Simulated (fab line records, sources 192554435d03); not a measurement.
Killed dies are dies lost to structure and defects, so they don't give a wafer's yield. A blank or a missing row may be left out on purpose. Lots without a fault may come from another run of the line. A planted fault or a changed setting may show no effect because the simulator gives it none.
A struck lot beside a sound one | flow n5_finfet | 17 steps out of a route of 1938
Sound: wafers L886.3, L886.4, L886.6. Struck: wafers L890.2, L890.5, L890.6. The cause comes at the end.
At each step with rows: each side's tool, then ch and its chambers, then its first start. Under that, the readings that differ: sound wafers | struck wafers | difference of the means | sigmas: that difference in standard deviations of wafers without a fault.
alike: readings whose means differ by less than 2 such deviations, and words and numbers that are the same on both sides. not compared: withheld readings, readings that some wafer has no value for, bounds like >300 that may hide the same value, and numbers for which the record gives no deviation and whose values overlap.
The two part at a step that has a row with sigmas, a row that says differs or no value, or rows on one side only. Numbers that don't overlap but have no deviation are shown without sigmas and don't part them. A reading that every wafer of one side lacks parts them only if that side has two wafers or more.

first, 5 steps without rows for these wafers: N5_SD_EPI_P_SRD_49 (time 30 s); N5_SD_EPI_P_PRECLEAN_24 (cleans in O3/DIW, time 45 s); N5_SD_EPI_P_PRECLEAN_32 (cleans in dHF, time 10 s); N5_SD_EPI_P_PRECLEAN_33 (cleans in SC2, time 45 s); N5_SD_EPI_P_SRD_25 (time 30 s).
N5_SD_EPI_P_INSPECT_26: inspects for defects (darkfield).
  sound on defect_inspect-01, day 4 16:03; struck on defect_inspect-01, day 5 21:10
  alike: raw_defect_count
N5_SD_ACTIVATION_RTA_00: time 0 s.
  sound on rtp_anneal-01 ch 0, day 4 16:08; struck on rtp_anneal-01 ch 0, day 5 21:13
  alike: lamp_power_pct, lamp_zone_7_pct, wafer_temp_C_max
N5_SD_ACTIVATION_LSA_01: time 0.0008 s.
  sound on laser_anneal-01 ch 0, day 4 16:20; struck on laser_anneal-01 ch 0, day 5 21:26
  alike: wafer_temp_C_max
N5_SD_ACTIVATION_RS_MEAS_03: measures by four-point-probe.
  sound on film_metro-01, day 4 16:31; struck on film_metro-01, day 5 21:38
  alike: RS_SD_N, RS_SD_P
N5_SD_ACTIVATION_INSPECT_02: inspects for defects (darkfield).
  sound on defect_inspect-01, day 4 16:49; struck on defect_inspect-01, day 5 21:56
  alike: raw_defect_count
N5_ILD0_LINER_00: material SiNx, target thk 4 nm, pulse time 1 s, purge time 2 s.
  sound on ald_sin-04 ch 1,2,3, day 4 17:01; struck on ald_sin-01 ch 1,2,3, day 5 22:07
  alike: heater_power_w, precursor_pulse_height_rel
N5_ILD0_FCVD_FILL_01: material SiO2 flowable, target thk 200 nm, time 328.3 s.
  sound on fcvd-01 ch 0,1, day 4 17:34; struck on fcvd-02 ch 1, day 5 23:33
then, 1 step without rows for these wafers: N5_ILD0_CURE_02 (time 1800 s).
N5_ILD0_CMP_03: polishes, stops on SiNx, t overpolish 1.9 s, target thk 197.38 nm.
  sound on cmp-03 ch 1,3, day 4 19:24; struck on cmp-02 ch 0,3, day 6 01:59
  reading                                              | sound             | struck          | difference | sigmas
  time_to_endpoint_s (s)                               | 71 66 72          | 146 145 139     | +74        | +15
  model.SiO2_flowable_of_ILD0_FCVD_FILL_01.thk_nm (nm) | 195.2 196.2 197.6 | 200.6 199.2 198 | +2.9       |
  alike: motor_current_A, overpolish_run_s
N5_ILD0_THK_MEAS_04:
  sound on film_metro-02, day 4 19:41; struck on film_metro-01, day 6 02:14
  reading     | sound             | struck            | difference | sigmas
  thk_nm (nm) | 196.4 196.2 197.5 | 200.8 199.3 198.1 | +2.7       | +2
-- the record jumps here: 4 days lie between the struck wafers' starts before and after (it left off in module ILD0 and takes up again in module BEOL_M4, whose first step shown is number 1111 of the route) --
N5_BEOL_M4_RC_MEAS_101:
  sound on prober-01 ch 0, day 9 04:04; struck on prober-01 ch 0, day 10 08:52
  alike: DIBL_N, DIBL_P, IOFF_N, IOFF_P, ION_N, ION_P, SS_N, SS_P, VT_N, VT_P
-- the record jumps here: 4 days lie between the struck wafers' starts before and after (it left off in module BEOL_M4 and takes up again in module PASSIVATION, whose first step shown is number 1936 of the route) --
N5_PASSIVATION_PROBE_49:
  the record has rows for the struck wafers here (prober-02, day 14 19:18) and none for the sound ones

WHERE THEY PART
First at N5_ILD0_CMP_03; last, within this record, at N5_PASSIVATION_PROBE_49.

WHY: what the simulator had put in
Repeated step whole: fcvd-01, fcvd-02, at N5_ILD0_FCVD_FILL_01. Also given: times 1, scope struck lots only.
